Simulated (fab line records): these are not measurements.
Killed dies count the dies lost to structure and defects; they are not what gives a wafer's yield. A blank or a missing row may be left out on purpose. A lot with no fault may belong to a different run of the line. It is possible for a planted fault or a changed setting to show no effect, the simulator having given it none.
Matching of chambers	flow n5Finfet	N5_STI_FIN_REVEAL_CMP_04 on cmp-02: 4 sister chambers
The step polishes, stops on Si3N4, t overpolish 4 s, target thk 131.83 nm. 18 wafers are shown with their chamber, then 9 later ones without.

## WAFERS, EACH WITH ITS CHAMBER
wafer	chamber	motorCurrentA (A)	timeToEndpointS (s)	slurryFilterDpKPa (kPa)
L074.2	0	8.1	98	13.43
L074.5	1	9.1	108	13.33
L074.6	2	8.0	99	13.82
L075.3	2	7.5	95	13.36
L075.4	0	8.0	97	13.33
L075.6	0	7.6	95	13.54
L076.1	0	7.9	99	13.54
L076.3	3	9.0	103	13.76
L076.5	3	8.4	104	13.62
L079.3	0	7.6	96	13.51
L079.5	3	8.6	105	13.45
L079.6	2	7.8	105	13.36
L083.2	2	7.5	106	13.59
L083.5	0	7.2	104	13.66
L083.6	3	8.3	106	13.22
L084.1	3	8.6	107	13.50
L084.3	1	8.8	109	13.38
L084.5	2	7.8	103	13.35

SIGNATURES (means of the wafers above)
reading	chamber 0	chamber 1	chamber 2	chamber 3	scatter within a chamber
motorCurrentA	7.733	8.950	7.720	8.580	0.277
timeToEndpointS	98.17	108.50	101.60	105.00	3.21
slurryFilterDpKPa	13.5017	13.3550	13.4960	13.5100	0.169
Rule: a wafer's distance from a chamber is the root of the sum, over the readings, of the square of ((its reading less the chamber's mean) divided by the reading's scatter). If the next closest chamber is less than 2 further off than the closest, the wafer can't be placed; otherwise it belongs to the closest. The scatter: the root of (the sum of the squares of (reading less its chamber's mean) over the shown wafers, divided by (wafers less chambers)).

## WAFERS WITHOUT THEIR CHAMBER
wafer	motorCurrentA (A)	timeToEndpointS (s)	slurryFilterDpKPa (kPa)
L087.1	7.7	101	13.36
L087.4	9.0	104	13.39
L087.5	7.4	99	13.37
L089.1	8.2	105	13.46
L089.4	7.4	105	13.15
L089.6	7.6	106	13.45
L097.2	8.6	102	13.32
L097.3	7.9	100	13.29
L097.5	8.4	104	13.71

## WHICH CHAMBER EACH WENT THROUGH
wafer	from the rows above	in truth
L087.1	can't be placed: 2 or 0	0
L087.4	can't be placed: 1 or 3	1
L087.5	can't be placed: 0 or 2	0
L089.1	can't be placed: 3 or 2 or 0 or 1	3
L089.4	can't be placed: 2 or 0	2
L089.6	can't be placed: 2 or 0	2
L097.2	can't be placed: 3 or 1 or 2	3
L097.3	can't be placed: 2 or 0 or 3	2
L097.5	can't be placed: 3 or 2 or 1 or 0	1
Correctly placed: 0 of 9. Cannot be placed on the basis of these rows: 9; the candidates contain the true chamber in 9. Placed wrongly: 0.
